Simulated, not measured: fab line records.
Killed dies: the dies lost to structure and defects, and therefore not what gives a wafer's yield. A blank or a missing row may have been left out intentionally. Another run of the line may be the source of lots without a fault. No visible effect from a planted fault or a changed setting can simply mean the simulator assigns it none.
Matching of chambers || flow nand_harc || NHARC_A_CHANNEL_FILL_D2_CMP_10 on cmp-02: 4 sister chambers
The step polishes, target thk 150 nm. 27 wafers are shown with their chamber, then 12 later ones without.

## EACH WAFER AND ITS CHAMBER
{"wafer": "L074.1", "chamber": 3, "motor_current_A (A)": 10.4, "time_to_endpoint_s (s)": 16.4}
{"wafer": "L074.3", "chamber": 0, "motor_current_A (A)": 12.4, "time_to_endpoint_s (s)": 13.1}
{"wafer": "L074.5", "chamber": 2, "motor_current_A (A)": 12.4, "time_to_endpoint_s (s)": 16.4}
{"wafer": "L076.2", "chamber": 1, "motor_current_A (A)": 11.0, "time_to_endpoint_s (s)": 13.5}
{"wafer": "L076.3", "chamber": 2, "motor_current_A (A)": 12.8, "time_to_endpoint_s (s)": 18.6}
{"wafer": "L076.5", "chamber": 2, "motor_current_A (A)": 12.8, "time_to_endpoint_s (s)": 19.3}
{"wafer": "L076.1", "chamber": 0, "motor_current_A (A)": 13.0, "time_to_endpoint_s (s)": 15.9}
{"wafer": "L076.4", "chamber": 3, "motor_current_A (A)": 11.3, "time_to_endpoint_s (s)": 17.0}
{"wafer": "L076.6", "chamber": 3, "motor_current_A (A)": 10.7, "time_to_endpoint_s (s)": 15.0}
{"wafer": "L078.3", "chamber": 2, "motor_current_A (A)": 13.0, "time_to_endpoint_s (s)": 17.5}
{"wafer": "L078.4", "chamber": 3, "motor_current_A (A)": 10.7, "time_to_endpoint_s (s)": 16.4}
{"wafer": "L078.6", "chamber": 1, "motor_current_A (A)": 11.5, "time_to_endpoint_s (s)": 17.9}
{"wafer": "L077.3", "chamber": 0, "motor_current_A (A)": 12.8, "time_to_endpoint_s (s)": 17.0}
{"wafer": "L077.5", "chamber": 0, "motor_current_A (A)": 12.7, "time_to_endpoint_s (s)": 18.8}
{"wafer": "L077.6", "chamber": 3, "motor_current_A (A)": 11.3, "time_to_endpoint_s (s)": 15.0}
{"wafer": "L080.1", "chamber": 2, "motor_current_A (A)": 13.4, "time_to_endpoint_s (s)": 17.0}
{"wafer": "L080.3", "chamber": 3, "motor_current_A (A)": 10.1, "time_to_endpoint_s (s)": 16.2}
{"wafer": "L080.5", "chamber": 3, "motor_current_A (A)": 11.1, "time_to_endpoint_s (s)": 15.7}
{"wafer": "L080.2", "chamber": 1, "motor_current_A (A)": 11.3, "time_to_endpoint_s (s)": 14.4}
{"wafer": "L080.4", "chamber": 0, "motor_current_A (A)": 12.8, "time_to_endpoint_s (s)": 14.4}
{"wafer": "L080.6", "chamber": 2, "motor_current_A (A)": 13.3, "time_to_endpoint_s (s)": 17.7}
{"wafer": "L084.2", "chamber": 3, "motor_current_A (A)": 10.4, "time_to_endpoint_s (s)": 13.8}
{"wafer": "L084.3", "chamber": 1, "motor_current_A (A)": 11.5, "time_to_endpoint_s (s)": 13.1}
{"wafer": "L084.6", "chamber": 0, "motor_current_A (A)": 13.0, "time_to_endpoint_s (s)": 12.0}
{"wafer": "L087.2", "chamber": 1, "motor_current_A (A)": 11.6, "time_to_endpoint_s (s)": 13.8}
{"wafer": "L087.3", "chamber": 3, "motor_current_A (A)": 10.4, "time_to_endpoint_s (s)": 12.3}
{"wafer": "L087.6", "chamber": 2, "motor_current_A (A)": 13.1, "time_to_endpoint_s (s)": 15.4}

SIGNATURES (averages over the wafers above)
{"reading": "motor_current_A", "chamber 0": 12.783, "chamber 1": 11.380, "chamber 2": 12.971, "chamber 3": 10.711, "scatter within a chamber": 0.341}
{"reading": "time_to_endpoint_s", "chamber 0": 15.200, "chamber 1": 14.540, "chamber 2": 17.414, "chamber 3": 15.311, "scatter within a chamber": 1.81}
Rule: a wafer lies at a distance from a chamber equal to the root of the sum of squares, over the readings, of (its reading less the chamber's mean, divided by the reading's scatter). The wafer belongs to the nearest chamber; if the next one is less than 2 further off, it can't be placed. The scatter: the root of (the sum of the squares of (reading less its chamber's mean) over the shown wafers, divided by (wafers less chambers)).

## WAFERS WITH NO CHAMBER GIVEN
{"wafer": "L089.3", "motor_current_A (A)": 11.3, "time_to_endpoint_s (s)": 15.7}
{"wafer": "L089.4", "motor_current_A (A)": 13.5, "time_to_endpoint_s (s)": 17.4}
{"wafer": "L089.5", "motor_current_A (A)": 12.3, "time_to_endpoint_s (s)": 13.2}
{"wafer": "L092.3", "motor_current_A (A)": 11.2, "time_to_endpoint_s (s)": 13.1}
{"wafer": "L092.4", "motor_current_A (A)": 13.0, "time_to_endpoint_s (s)": 13.7}
{"wafer": "L092.5", "motor_current_A (A)": 12.1, "time_to_endpoint_s (s)": 11.2}
{"wafer": "L095.2", "motor_current_A (A)": 11.0, "time_to_endpoint_s (s)": 14.1}
{"wafer": "L095.4", "motor_current_A (A)": 12.1, "time_to_endpoint_s (s)": 15.6}
{"wafer": "L095.5", "motor_current_A (A)": 11.1, "time_to_endpoint_s (s)": 15.8}
{"wafer": "L097.1", "motor_current_A (A)": 11.1, "time_to_endpoint_s (s)": 13.6}
{"wafer": "L097.3", "motor_current_A (A)": 12.5, "time_to_endpoint_s (s)": 12.5}
{"wafer": "L097.5", "motor_current_A (A)": 11.6, "time_to_endpoint_s (s)": 15.7}

## WHICH CHAMBER EACH ONE RAN IN
{"wafer": "L089.3", "from the rows above": "can't be placed: 1 or 3", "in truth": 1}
{"wafer": "L089.4", "from the rows above": "can't be placed: 2 or 0", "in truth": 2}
{"wafer": "L089.5", "from the rows above": "can't be placed: 0 or 1 or 2", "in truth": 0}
{"wafer": "L092.3", "from the rows above": "can't be placed: 1 or 3", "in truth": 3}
{"wafer": "L092.4", "from the rows above": "can't be placed: 0 or 2", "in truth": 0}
{"wafer": "L092.5", "from the rows above": "can't be placed: 1 or 0 or 2 or 3", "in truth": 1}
{"wafer": "L095.2", "from the rows above": "can't be placed: 3 or 1", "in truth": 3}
{"wafer": "L095.4", "from the rows above": "can't be placed: 0 or 1 or 2", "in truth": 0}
{"wafer": "L095.5", "from the rows above": "can't be placed: 1 or 3", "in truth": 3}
{"wafer": "L097.1", "from the rows above": "can't be placed: 1 or 3", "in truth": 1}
{"wafer": "L097.3", "from the rows above": "can't be placed: 0 or 2 or 1", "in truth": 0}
{"wafer": "L097.5", "from the rows above": "can't be placed: 1 or 3", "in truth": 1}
Correctly placed: 0 of 12. Unplaceable from these rows: 12, with the true chamber sitting among the candidates in 12. Number placed wrongly: 0.
